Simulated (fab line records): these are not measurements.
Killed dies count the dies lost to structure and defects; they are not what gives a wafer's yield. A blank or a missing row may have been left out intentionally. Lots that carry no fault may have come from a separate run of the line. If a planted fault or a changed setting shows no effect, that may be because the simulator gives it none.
Chamber matching -- flow nandHarc -- 4 sister chambers for NHARC_A_SLIT_ETCH_29 on rieDiel-10
The step etches the open film in CF4/O2, target depth 100 nm, overetch 10 nm, time 55 s. 14 wafers are shown with their chamber, then 7 later ones without.

EACH WAFER AND ITS CHAMBER
wafer,chamber,drypumpMotorCurrentA (A),rfVppV (V),oesProductAu (a.u.)
L601.1,3,6.2,194.8,1.006
L601.2,0,6.2,199.5,0.998
L601.5,0,6.2,201.1,0.993
L600.1,1,5.7,199.9,1.001
L600.3,3,6.2,195.3,1.003
L600.4,0,6.3,199.3,0.999
L602.1,3,6.1,196.4,1.005
L602.2,2,5.2,198.6,1.023
L602.4,1,5.7,199.4,1.002
L604.2,1,5.6,200.0,1.008
L604.3,3,6.1,196.1,0.998
L604.5,3,6.1,195.8,1.004
L613.2,2,5.2,199.0,1.006
L613.4,3,6.1,196.2,1.002

SIGNATURES (averages over the wafers above)
reading,chamber 0,chamber 1,chamber 2,chamber 3,scatter within a chamber
drypumpMotorCurrentA,6.233,5.667,5.200,6.133,0.0516
rfVppV,199.967,199.767,198.800,195.767,0.639
oesProductAu,0.99667,1.00367,1.01450,1.00300,0.00484
Rule: for each reading, subtract the chamber's mean from the wafer's reading, divide by that reading's scatter and square the result; add these up over the readings and take the root, which gives the wafer's distance from the chamber. If the next closest chamber is less than 2 further off than the closest, the wafer can't be placed; otherwise it belongs to the closest. The scatter: the root of (the sum of the squares of (reading less its chamber's mean) over the shown wafers, divided by (wafers less chambers)).

WAFERS MISSING THEIR CHAMBER
wafer,drypumpMotorCurrentA (A),rfVppV (V),oesProductAu (a.u.)
L613.5,6.2,197.1,0.992
L617.1,5.6,199.8,1.009
L617.2,6.1,196.9,0.996
L617.5,5.3,199.6,1.018
L621.2,5.7,200.4,1.012
L621.4,6.2,200.2,0.996
L621.6,5.7,198.8,0.996

EACH ONE'S CHAMBER
wafer,from the rows above,in truth
L613.5,can't be placed: 3 or 0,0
L617.1,1,1
L617.2,3,3
L617.5,2,2
L621.2,1,1
L621.4,0,0
L621.6,1,1
Placed correctly: 6 of 7. From these rows, 1 cannot be placed; in 1 the true chamber is one of the candidates. 0 placed wrongly.
